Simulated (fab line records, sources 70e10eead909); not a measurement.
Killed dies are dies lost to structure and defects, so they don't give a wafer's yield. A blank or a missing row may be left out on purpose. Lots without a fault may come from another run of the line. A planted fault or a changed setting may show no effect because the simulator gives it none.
Which tool did it? | flow nand_harc | 13 lots, 39 wafers sampled, at 1 step of a route of 1302

WHAT THE GAUGES READ, wafer by wafer
NHARC_A_SGD_CUT_OVL_MEAS_10. Usual: overlay_x_nm -0.1 nm, standard deviation 0.69; overlay_y_nm 0.1 nm, standard deviation 0.88.
lot  | measured     | on         | overlay_x_nm (nm) | overlay_y_nm (nm) | flag
L785 | day 18 17:54 | overlay-02 | -0.9 -0.8 -0.5    | 1.0 2.1 1.3       |
L786 | day 19 15:07 | overlay-01 | 0.7 0.7 0.8       | -0.8 -0.6 -1.1    |
L789 | day 20 17:10 | overlay-01 | -0.2 -0.8 -0.4    | 0.3 0.8 0.9       |
L788 | day 20 18:22 | overlay-01 | 1.5 1.5 1.0       | 0.4 0.2 -0.1      |
L790 | day 21 05:55 | overlay-01 | 0.7 1.3 1.1       | 0.2 1.0 1.0       |
L792 | day 21 19:28 | overlay-01 | -0.3 0.2 0.4      | -0.6 -0.3 -0.1    |
L793 | day 22 14:43 | overlay-01 | -0.9 -0.8 -0.5    | 0.2 0.2 -0.1      |
L798 | day 24 15:49 | overlay-01 | 0.4 0.2 0.2       | 1.1 1.0 1.4       |
L800 | day 25 09:49 | overlay-01 | -0.1 -0.7 -0.3    | 1.0 1.1 0.3       |
L804 | day 27 11:49 | overlay-01 | -0.5 -0.8 -0.6    | 0.0 -0.1 -0.1     |
L806 | day 28 04:29 | overlay-02 | 0.7 0.2 0.8       | 0.1 0.0 0.6       |
L807 | day 28 14:04 | overlay-02 | 1.0 0.3 0.5       | -0.7 0.4 0.1      |
L808 | day 29 17:28 | overlay-02 | -1.2 -1.3 -0.5    | 2.1 2.1 1.7       |

WHICH TOOL RAN EACH LOT (tool, then ch and the chambers of the sampled wafers, then the start)
The record holds no process step before these readings.

WHAT THE TOOLS THEMSELVES READ (means of the sampled wafers that have a number; where no wafer has one, the mark that the record gives instead)
The record holds no such reading with a usual standard deviation.

THE ANSWER, worked out from the rows above alone
Rule: a lot is off if the mean of its wafers that have a number lies more than 3 standard deviations from the usual mean. A lot without any number at a reading at which 4 lots or more have one is off too. The other lots that the step has rows for count as sound. The gauges are gone through in route order, then the tools' own readings, and for those a lot's mean is taken as printed above. The first step at which some lot is off is used, and at that step the reading that is off furthest; a lot without a number counts as furthest.
No lot is off at any reading shown: from this, nothing can be told.

WHAT THE SIMULATOR HAD PUT IN
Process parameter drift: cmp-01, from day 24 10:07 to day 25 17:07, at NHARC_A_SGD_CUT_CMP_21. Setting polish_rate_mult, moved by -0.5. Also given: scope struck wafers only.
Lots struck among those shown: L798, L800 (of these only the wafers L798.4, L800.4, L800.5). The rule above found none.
